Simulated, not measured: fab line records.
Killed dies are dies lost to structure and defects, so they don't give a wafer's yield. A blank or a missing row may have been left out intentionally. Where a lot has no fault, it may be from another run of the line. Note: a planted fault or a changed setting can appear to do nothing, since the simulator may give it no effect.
Which tool was responsible? + flow n5 finfet + Sampling: 24 lots, 72 wafers, 6 of 1938 route steps

== WHAT THE GAUGES SHOWED, per wafer ==
Not one reading of a measure or inspect step in the record can be checked against a usual standard deviation.

== WHAT TOOL EACH LOT RAN ON (gives the tool, then ch and the chambers of the sampled wafers, and finally the start) ==
| lot  | N5_BEOL_M10_PRE_CLEAN_45     | N5_BEOL_M10_SPUTTER_48       | N5_BEOL_M10_DEP_56              | N5_BEOL_M11_ETCH_62                | N5_BEOL_M11_ETCH_41            | N5_BEOL_M11_STRIP_77           |
|------|------------------------------|------------------------------|---------------------------------|------------------------------------|--------------------------------|--------------------------------|
| L074 | pvd sputter-01, day 10 00:47 | pvd sputter-03, day 10 04:45 | pecvd-04 ch 0,1,2, day 10 05:44 | rie diel-06 ch 0,2, day 10 07:59   | rie diel-03 ch 1,2,3, no start | rie diel-03 ch 1,2,3, no start |
| L075 | pvd sputter-02, day 10 07:52 | pvd sputter-03, day 10 10:43 | pecvd-02 ch 0,1, day 10 11:37   | rie diel-06 ch 0,1,3, day 10 16:58 | rie diel-03 ch 0,1,2, no start | rie diel-03 ch 0,1,2, no start |
| L076 | pvd sputter-02, day 10 21:29 | pvd sputter-02, day 10 22:10 | pecvd-02 ch 1,2, day 10 23:14   | rie diel-06 ch 0,2, day 11 01:19   | rie diel-06 ch 0,3, no start   | rie diel-06 ch 0,3, no start   |
| L077 | pvd sputter-03, day 11 07:49 | pvd sputter-03, day 11 08:33 | pecvd-02 ch 0,1,2, day 11 09:37 | rie diel-06 ch 1,2,3, day 11 13:22 | rie diel-03 ch 1,2, no start   | rie diel-03 ch 1,2, no start   |
| L079 | pvd sputter-03, day 11 16:46 | pvd sputter-01, day 11 17:26 | pecvd-02 ch 0,1, day 11 18:32   | rie diel-04 ch 0,1, day 11 22:07   | rie diel-06 ch 1,3, no start   | rie diel-06 ch 1,3, no start   |
| L080 | pvd sputter-02, day 11 19:02 | pvd sputter-02, day 11 21:09 | pecvd-01 ch 0,2, day 11 22:02   | rie diel-03 ch 0,2, day 11 23:23   | rie diel-06 ch 1,2,3, no start | rie diel-06 ch 1,2,3, no start |
| L078 | pvd sputter-01, day 11 22:07 | pvd sputter-01, day 11 22:43 | pecvd-02 ch 0,1,2, day 11 23:37 | rie diel-04 ch 1,2,3, day 12 02:23 | rie diel-04 ch 0,1,3, no start | rie diel-04 ch 0,1,3, no start |
| L081 | pvd sputter-02, day 12 01:05 | pvd sputter-02, day 12 01:43 | pecvd-02 ch 0,2, day 12 02:36   | rie diel-06 ch 0,1, day 12 04:40   | rie diel-06 ch 0,1,2, no start | rie diel-06 ch 0,1,2, no start |
| L082 | pvd sputter-03, day 12 11:27 | pvd sputter-01, day 12 11:59 | pecvd-01 ch 1,2, day 12 13:06   | rie diel-04 ch 1,3, day 12 15:11   | rie diel-06 ch 1,3, no start   | rie diel-06 ch 1,3, no start   |
| L085 | pvd sputter-01, day 12 20:54 | pvd sputter-03, day 12 21:31 | pecvd-01 ch 0,1,2, day 12 22:27 | rie diel-03 ch 0,2,3, day 13 01:51 | rie diel-03 ch 0,2,3, no start | rie diel-03 ch 0,2,3, no start |
| L083 | pvd sputter-01, day 13 01:46 | pvd sputter-02, day 13 02:31 | pecvd-04 ch 0,1,2, day 13 03:44 | rie diel-03 ch 0,3, day 13 05:55   | rie diel-06 ch 0,2, no start   | rie diel-06 ch 0,2, no start   |
| L084 | pvd sputter-01, day 13 05:30 | pvd sputter-03, day 13 06:07 | pecvd-02 ch 0,1,2, day 13 07:01 | rie diel-04 ch 0,1,3, day 13 10:26 | rie diel-04 ch 0,2, no start   | rie diel-04 ch 0,2, no start   |
| L087 | pvd sputter-03, day 13 09:49 | pvd sputter-03, day 13 10:28 | pecvd-04 ch 1,2, day 13 11:47   | rie diel-03 ch 0,2, day 13 16:00   | rie diel-03 ch 2,3, no start   | rie diel-03 ch 2,3, no start   |
| L086 | pvd sputter-02, day 13 16:12 | pvd sputter-03, day 13 16:50 | pecvd-04 ch 1,2, day 13 18:16   | rie diel-04 ch 0,3, day 13 20:01   | rie diel-04 ch 2,3, no start   | rie diel-04 ch 2,3, no start   |
| L090 | pvd sputter-01, day 14 04:13 | pvd sputter-01, day 14 06:59 | pecvd-01 ch 0,1,2, day 14 07:52 | rie diel-03 ch 2,3, day 14 09:46   | rie diel-04 ch 0,3, no start   | rie diel-04 ch 0,3, no start   |
| L088 | pvd sputter-01, day 14 09:14 | pvd sputter-03, day 14 11:01 | pecvd-01 ch 0,1,2, day 14 11:53 | rie diel-04 ch 0,2,3, day 14 15:06 | rie diel-03 ch 1,2,3, no start | rie diel-03 ch 1,2,3, no start |
| L091 | pvd sputter-03, day 14 11:35 | pvd sputter-03, day 14 12:15 | pecvd-04 ch 0,1,2, day 14 13:08 | rie diel-06 ch 0,3, day 14 16:14   | rie diel-04 ch 0,2, no start   | rie diel-04 ch 0,2, no start   |
| L089 | pvd sputter-03, day 14 17:45 | pvd sputter-02, day 14 19:59 | pecvd-01 ch 0,1,2, day 14 21:10 | rie diel-03 ch 0,2, day 15 01:09   | rie diel-04 ch 1,2,3, no start | rie diel-04 ch 1,2,3, no start |
| L092 | pvd sputter-01, day 15 00:49 | pvd sputter-02, day 15 01:21 | pecvd-04 ch 0,1,2, day 15 02:34 | rie diel-03 ch 0,1,2, day 15 05:24 | rie diel-03 ch 1,2,3, no start | rie diel-03 ch 1,2,3, no start |
| L093 | pvd sputter-02, day 15 04:41 | pvd sputter-01, day 15 05:21 | pecvd-02 ch 1,2, day 15 06:25   | rie diel-06 ch 0,2,3, day 15 08:56 | rie diel-03 ch 0,2,3, no start | rie diel-03 ch 0,2,3, no start |
| L094 | pvd sputter-01, day 15 11:57 | pvd sputter-01, day 15 12:41 | pecvd-04 ch 0,1, day 15 13:34   | rie diel-06 ch 0,1, day 15 17:11   | rie diel-06 ch 0,1,2, no start | rie diel-06 ch 0,1,2, no start |
| L095 | pvd sputter-01, day 15 20:56 | pvd sputter-01, day 15 21:38 | pecvd-01 ch 1,2, day 15 22:31   | rie diel-06 ch 1,2,3, day 16 03:50 | rie diel-03 ch 1,2,3, no start | rie diel-03 ch 1,2,3, no start |
| L096 | pvd sputter-01, day 15 22:44 | pvd sputter-03, day 16 01:04 | pecvd-02 ch 0,1,2, day 16 02:07 | rie diel-06 ch 0,2,3, day 16 04:28 | rie diel-06 ch 0,1,3, no start | rie diel-06 ch 0,1,3, no start |
| L097 | pvd sputter-02, day 16 11:39 | pvd sputter-03, day 16 12:23 | pecvd-02 ch 0,1, day 16 13:18   | rie diel-03 ch 0,1,3, day 16 15:23 | rie diel-03 ch 0,2,3, no start | rie diel-03 ch 0,2,3, no start |
- N5_BEOL_M10_PRE_CLEAN_45: time 30 s.
- N5_BEOL_M10_SPUTTER_48: material Cu, target thk 12 nm, time 2 s.
- N5_BEOL_M10_DEP_56: deposits SiCN from 3MS/NH3, target thk 15 nm, time 26.5 s.
- N5_BEOL_M11_ETCH_62: etches SOC in N2/H2, target depth 110 nm, overetch 22 nm, time 165 s.
- N5_BEOL_M11_ETCH_41: etches SiCN in CH3F/O2, target depth 42.6 nm, time 86 s.
- N5_BEOL_M11_STRIP_77: strips in N2/H2, time 10 s.

== AS READ BY THE TOOLS THEMSELVES (means over the sampled wafers that have a number; for cases with no such wafer, the mark the record gives instead) ==
N5_BEOL_M10_PRE_CLEAN_45. Usual: heater power w reads 331 W (standard deviation 43).
| lot  | tool           | heater power w (W) | flag |
|------|----------------|--------------------|------|
| L074 | pvd sputter-01 | 310                |      |
| L075 | pvd sputter-02 | 316                |      |
| L076 | pvd sputter-02 | 347                |      |
| L077 | pvd sputter-03 | 329                |      |
| L079 | pvd sputter-03 | 345                |      |
| L080 | pvd sputter-02 | 318                |      |
| L078 | pvd sputter-01 | 326                |      |
| L081 | pvd sputter-02 | 345                |      |
| L082 | pvd sputter-03 | 356                |      |
| L085 | pvd sputter-01 | 322                |      |
| L083 | pvd sputter-01 | 325                |      |
| L084 | pvd sputter-01 | 277                |      |
| L087 | pvd sputter-03 | 335                |      |
| L086 | pvd sputter-02 | 349                |      |
| L090 | pvd sputter-01 | 288                |      |
| L088 | pvd sputter-01 | 313                |      |
| L091 | pvd sputter-03 | 323                |      |
| L089 | pvd sputter-03 | 312                |      |
| L092 | pvd sputter-01 | 361                |      |
| L093 | pvd sputter-02 | 342                |      |
| L094 | pvd sputter-01 | 280                |      |
| L095 | pvd sputter-01 | 312                |      |
| L096 | pvd sputter-01 | 315                |      |
| L097 | pvd sputter-02 | 341                |      |

N5_BEOL_M10_SPUTTER_48. Usual: throttle valve pct reads 30.3 % (standard deviation 0.43).
| lot  | tool           | throttle valve pct (%) | flag |
|------|----------------|------------------------|------|
| L074 | pvd sputter-03 | 30.3                   |      |
| L075 | pvd sputter-03 | 30.1                   |      |
| L076 | pvd sputter-02 | 30.6                   |      |
| L077 | pvd sputter-03 | 30.3                   |      |
| L079 | pvd sputter-01 | 30.3                   |      |
| L080 | pvd sputter-02 | 30.5                   |      |
| L078 | pvd sputter-01 | 30.2                   |      |
| L081 | pvd sputter-02 | 30.8                   |      |
| L082 | pvd sputter-01 | 30.2                   |      |
| L085 | pvd sputter-03 | 30.3                   |      |
| L083 | pvd sputter-02 | 30.7                   |      |
| L084 | pvd sputter-03 | 30.2                   |      |
| L087 | pvd sputter-03 | 29.9                   |      |
| L086 | pvd sputter-03 | 30.1                   |      |
| L090 | pvd sputter-01 | 30.5                   |      |
| L088 | pvd sputter-03 | 30.1                   |      |
| L091 | pvd sputter-03 | 30.0                   |      |
| L089 | pvd sputter-02 | 30.7                   |      |
| L092 | pvd sputter-02 | 30.7                   |      |
| L093 | pvd sputter-01 | 30.1                   |      |
| L094 | pvd sputter-01 | 30.3                   |      |
| L095 | pvd sputter-01 | 30.2                   |      |
| L096 | pvd sputter-03 | 30.1                   |      |
| L097 | pvd sputter-03 | 30.3                   |      |

N5_BEOL_M10_DEP_56. Usual: chamber pressure Torr 3.001 Torr, standard deviation 0.0076; showerhead plenum p Torr 3.662 Torr, standard deviation 0.013; throttle valve pct 9.1 %, standard deviation 0.46.
| lot  | tool     | chamber pressure Torr (Torr) | showerhead plenum p Torr (Torr) | throttle valve pct (%) | flag |
|------|----------|------------------------------|---------------------------------|------------------------|------|
| L074 | pecvd-04 | 3.006                        | 3.677                           | 9.0                    |      |
| L075 | pecvd-02 | 3.003                        | 3.669                           | 9.2                    |      |
| L076 | pecvd-02 | 2.995                        | 3.653                           | 8.8                    |      |
| L077 | pecvd-02 | 2.996                        | 3.649                           | 8.9                    |      |
| L079 | pecvd-02 | 2.994                        | 3.665                           | 9.2                    |      |
| L080 | pecvd-01 | 3.003                        | 3.666                           | 9.5                    |      |
| L078 | pecvd-02 | 3.002                        | 3.659                           | 8.9                    |      |
| L081 | pecvd-02 | 3.004                        | 3.642                           | 8.8                    |      |
| L082 | pecvd-01 | 2.990                        | 3.657                           | 8.7                    |      |
| L085 | pecvd-01 | 3.000                        | 3.659                           | 9.1                    |      |
| L083 | pecvd-04 | 2.997                        | 3.665                           | 9.0                    |      |
| L084 | pecvd-02 | 3.008                        | 3.655                           | 8.9                    |      |
| L087 | pecvd-04 | 3.001                        | 3.671                           | 8.7                    |      |
| L086 | pecvd-04 | 3.006                        | 3.673                           | 8.5                    |      |
| L090 | pecvd-01 | 3.000                        | 3.661                           | 9.2                    |      |
| L088 | pecvd-01 | 2.995                        | 3.659                           | 9.3                    |      |
| L091 | pecvd-04 | 3.008                        | 3.667                           | 9.0                    |      |
| L089 | pecvd-01 | 3.003                        | 3.655                           | 9.3                    |      |
| L092 | pecvd-04 | 2.997                        | 3.667                           | 9.2                    |      |
| L093 | pecvd-02 | 3.004                        | 3.661                           | 8.9                    |      |
| L094 | pecvd-04 | 3.004                        | 3.665                           | 9.3                    |      |
| L095 | pecvd-01 | 3.001                        | 3.667                           | 8.9                    |      |
| L096 | pecvd-02 | 2.999                        | 3.655                           | 9.1                    |      |
| L097 | pecvd-02 | 3.009                        | 3.673                           | 9.4                    |      |

N5_BEOL_M11_ETCH_62. Usual: drypump motor current A 5.8 A, standard deviation 0.35; oes product au 0.67 a.u., standard deviation 0.067; rf vpp V 523.9 V, standard deviation 1.9; showerhead plenum p Torr 2.54 Torr, standard deviation 0.063; throttle valve pct 17.86 %, standard deviation 0.3.
| lot  | tool        | drypump motor current A (A) | oes product au (a.u.) | rf vpp V (V) | showerhead plenum p Torr (Torr) | throttle valve pct (%) | flag |
|------|-------------|-----------------------------|-----------------------|--------------|---------------------------------|------------------------|------|
| L074 | rie diel-06 | 5.4                         | 0.65                  | 525.4        | 2.58                            | 18.00                  |      |
| L075 | rie diel-06 | 5.8                         | 0.64                  | 524.2        | 2.57                            | 17.90                  |      |
| L076 | rie diel-06 | 5.4                         | 0.65                  | 525.0        | 2.58                            | 18.01                  |      |
| L077 | rie diel-06 | 5.6                         | 0.67                  | 524.0        | 2.55                            | 17.96                  |      |
| L079 | rie diel-04 | 5.8                         | 0.63                  | 524.7        | 2.57                            | 18.00                  |      |
| L080 | rie diel-03 | 6.1                         | 0.73                  | 522.1        | 2.47                            | 17.51                  |      |
| L078 | rie diel-04 | 5.5                         | 0.63                  | 523.9        | 2.53                            | 17.94                  |      |
| L081 | rie diel-06 | 5.8                         | 0.74                  | 524.1        | 2.57                            | 17.77                  |      |
| L082 | rie diel-04 | 5.5                         | 0.62                  | 524.4        | 2.56                            | 17.89                  |      |
| L085 | rie diel-03 | 6.1                         | 0.69                  | 523.6        | 2.52                            | 17.58                  |      |
| L083 | rie diel-03 | 6.1                         | 0.65                  | 524.8        | 2.57                            | 17.60                  |      |
| L084 | rie diel-04 | 5.8                         | 0.65                  | 524.4        | 2.55                            | 17.94                  |      |
| L087 | rie diel-03 | 6.1                         | 0.72                  | 522.3        | 2.47                            | 17.53                  |      |
| L086 | rie diel-04 | 6.0                         | 0.70                  | 522.4        | 2.51                            | 17.92                  |      |
| L090 | rie diel-03 | 6.3                         | 0.68                  | 523.4        | 2.51                            | 17.69                  |      |
| L088 | rie diel-04 | 5.8                         | 0.68                  | 522.4        | 2.49                            | 17.96                  |      |
| L091 | rie diel-06 | 5.8                         | 0.72                  | 525.6        | 2.59                            | 17.49                  |      |
| L089 | rie diel-03 | 6.1                         | 0.71                  | 521.4        | 2.46                            | 17.55                  |      |
| L092 | rie diel-03 | 6.0                         | 0.67                  | 522.1        | 2.51                            | 17.79                  |      |
| L093 | rie diel-06 | 5.6                         | 0.70                  | 525.0        | 2.57                            | 17.71                  |      |
| L094 | rie diel-06 | 5.8                         | 0.75                  | 524.5        | 2.56                            | 17.69                  |      |
| L095 | rie diel-06 | 5.6                         | 0.71                  | 523.2        | 2.54                            | 17.87                  |      |
| L096 | rie diel-06 | 5.6                         | 0.69                  | 524.6        | 2.57                            | 17.72                  |      |
| L097 | rie diel-03 | 6.0                         | 0.63                  | 524.5        | 2.56                            | 17.84                  |      |

N5_BEOL_M11_ETCH_41. Usual: drypump motor current A 5.9 A, standard deviation 0.36; oes product au 0.80 a.u., standard deviation 0.078; rf vpp V 297.3 V, standard deviation 1.4; showerhead plenum p Torr 2.00 Torr, standard deviation 0.052; throttle valve pct 16.3 %, standard deviation 0.32.
| lot  | tool        | drypump motor current A (A) | oes product au (a.u.) | rf vpp V (V) | showerhead plenum p Torr (Torr) | throttle valve pct (%) | flag |
|------|-------------|-----------------------------|-----------------------|--------------|---------------------------------|------------------------|------|
| L074 | rie diel-03 | 6.2                         | 0.80                  | 298.4        | 2.04                            | 16.4                   |      |
| L075 | rie diel-03 | 6.0                         | 0.83                  | 296.5        | 1.99                            | 16.2                   |      |
| L076 | rie diel-06 | 5.7                         | 0.75                  | 298.2        | 2.05                            | 16.2                   |      |
| L077 | rie diel-03 | 6.2                         | 0.78                  | 298.2        | 2.04                            | 16.5                   |      |
| L079 | rie diel-06 | 5.9                         | 0.74                  | 296.8        | 1.99                            | 16.6                   |      |
| L080 | rie diel-06 | 5.6                         | 0.78                  | 297.3        | 2.00                            | 16.4                   |      |
| L078 | rie diel-04 | 5.7                         | 0.78                  | 296.8        | 2.00                            | 16.4                   |      |
| L081 | rie diel-06 | 5.7                         | 0.81                  | 297.6        | 2.01                            | 16.4                   |      |
| L082 | rie diel-06 | 5.8                         | 0.80                  | 297.8        | 2.01                            | 16.2                   |      |
| L085 | rie diel-03 | 6.1                         | 0.81                  | 297.1        | 1.99                            | 16.1                   |      |
| L083 | rie diel-06 | 5.5                         | 0.87                  | 298.3        | 2.03                            | 16.2                   |      |
| L084 | rie diel-04 | 5.8                         | 0.81                  | 295.9        | 1.93                            | 16.4                   |      |
| L087 | rie diel-03 | 6.3                         | 0.81                  | 296.7        | 1.99                            | 16.2                   |      |
| L086 | rie diel-04 | 5.5                         | 0.76                  | 296.3        | 1.97                            | 16.3                   |      |
| L090 | rie diel-04 | 5.7                         | 0.79                  | 298.1        | 1.98                            | 16.3                   |      |
| L088 | rie diel-03 | 6.2                         | 0.76                  | 297.0        | 2.03                            | 16.4                   |      |
| L091 | rie diel-04 | 6.1                         | 0.82                  | 296.3        | 1.94                            | 16.4                   |      |
| L089 | rie diel-04 | 5.5                         | 0.85                  | 297.5        | 1.99                            | 16.2                   |      |
| L092 | rie diel-03 | 6.2                         | 0.75                  | 298.0        | 2.03                            | 16.4                   |      |
| L093 | rie diel-03 | 6.1                         | 0.79                  | 297.8        | 1.98                            | 16.1                   |      |
| L094 | rie diel-06 | 5.6                         | 0.86                  | 297.6        | 2.00                            | 16.3                   |      |
| L095 | rie diel-03 | 6.2                         | 0.75                  | 296.5        | 2.02                            | 16.4                   |      |
| L096 | rie diel-06 | 5.8                         | 0.88                  | 297.0        | 2.01                            | 16.1                   |      |
| L097 | rie diel-03 | 6.1                         | 0.79                  | 296.5        | 1.98                            | 16.1                   |      |

N5_BEOL_M11_STRIP_77. Usual: drypump motor current A 5.9 A, standard deviation 0.35; oes product au 0.80 a.u., standard deviation 0.079; rf vpp V 59.1 V, standard deviation 0.82; showerhead plenum p Torr 2.54 Torr, standard deviation 0.065; throttle valve pct 23.7 %, standard deviation 0.36.
| lot  | tool        | drypump motor current A (A) | oes product au (a.u.) | rf vpp V (V) | showerhead plenum p Torr (Torr) | throttle valve pct (%) | flag |
|------|-------------|-----------------------------|-----------------------|--------------|---------------------------------|------------------------|------|
| L074 | rie diel-03 | 6.2                         | 0.79                  | 58.9         | 2.58                            | 23.8                   |      |
| L075 | rie diel-03 | 6.0                         | 0.83                  | 58.7         | 2.52                            | 23.6                   |      |
| L076 | rie diel-06 | 5.7                         | 0.75                  | 59.3         | 2.60                            | 23.5                   |      |
| L077 | rie diel-03 | 6.2                         | 0.77                  | 59.8         | 2.58                            | 24.0                   |      |
| L079 | rie diel-06 | 5.9                         | 0.74                  | 59.6         | 2.52                            | 23.9                   |      |
| L080 | rie diel-06 | 5.6                         | 0.79                  | 59.8         | 2.55                            | 23.8                   |      |
| L078 | rie diel-04 | 5.8                         | 0.78                  | 59.7         | 2.55                            | 23.8                   |      |
| L081 | rie diel-06 | 5.6                         | 0.82                  | 59.5         | 2.55                            | 23.8                   |      |
| L082 | rie diel-06 | 5.8                         | 0.80                  | 59.7         | 2.55                            | 23.6                   |      |
| L085 | rie diel-03 | 6.1                         | 0.81                  | 58.3         | 2.51                            | 23.4                   |      |
| L083 | rie diel-06 | 5.6                         | 0.87                  | 60.1         | 2.58                            | 23.5                   |      |
| L084 | rie diel-04 | 5.9                         | 0.81                  | 59.1         | 2.45                            | 24.0                   |      |
| L087 | rie diel-03 | 6.3                         | 0.82                  | 59.1         | 2.51                            | 23.6                   |      |
| L086 | rie diel-04 | 5.5                         | 0.76                  | 58.2         | 2.50                            | 23.8                   |      |
| L090 | rie diel-04 | 5.8                         | 0.79                  | 58.9         | 2.51                            | 23.7                   |      |
| L088 | rie diel-03 | 6.2                         | 0.76                  | 59.3         | 2.56                            | 23.8                   |      |
| L091 | rie diel-04 | 6.1                         | 0.84                  | 58.6         | 2.47                            | 23.9                   |      |
| L089 | rie diel-04 | 5.6                         | 0.85                  | 59.0         | 2.52                            | 23.7                   |      |
| L092 | rie diel-03 | 6.2                         | 0.76                  | 59.0         | 2.56                            | 23.8                   |      |
| L093 | rie diel-03 | 6.1                         | 0.80                  | 58.8         | 2.51                            | 23.4                   |      |
| L094 | rie diel-06 | 5.6                         | 0.86                  | 59.3         | 2.54                            | 23.7                   |      |
| L095 | rie diel-03 | 6.2                         | 0.75                  | 59.3         | 2.56                            | 23.8                   |      |
| L096 | rie diel-06 | 5.8                         | 0.87                  | 58.7         | 2.55                            | 23.5                   |      |
| L097 | rie diel-03 | 6.1                         | 0.79                  | 59.1         | 2.50                            | 23.4                   |      |

== THE ANSWER, worked out from the rows above alone ==
Rule: take the mean of a lot's wafers that have a number; if it is more than 3 standard deviations from the usual mean, the lot is off. Also off: a lot with no number at a reading for which 4 or more lots have one. Where the step has rows for the other lots, those lots are counted as sound. The gauges are gone through in route order, then the tools' own readings, and for those a lot's mean is taken as printed above. At the first step where some lot is off, the reading lying furthest off is the one used; lots without a number count as furthest.
No lot is off on any of the readings shown, so nothing can be concluded from this.

== WHAT THE SIMULATOR HAD INSERTED ==
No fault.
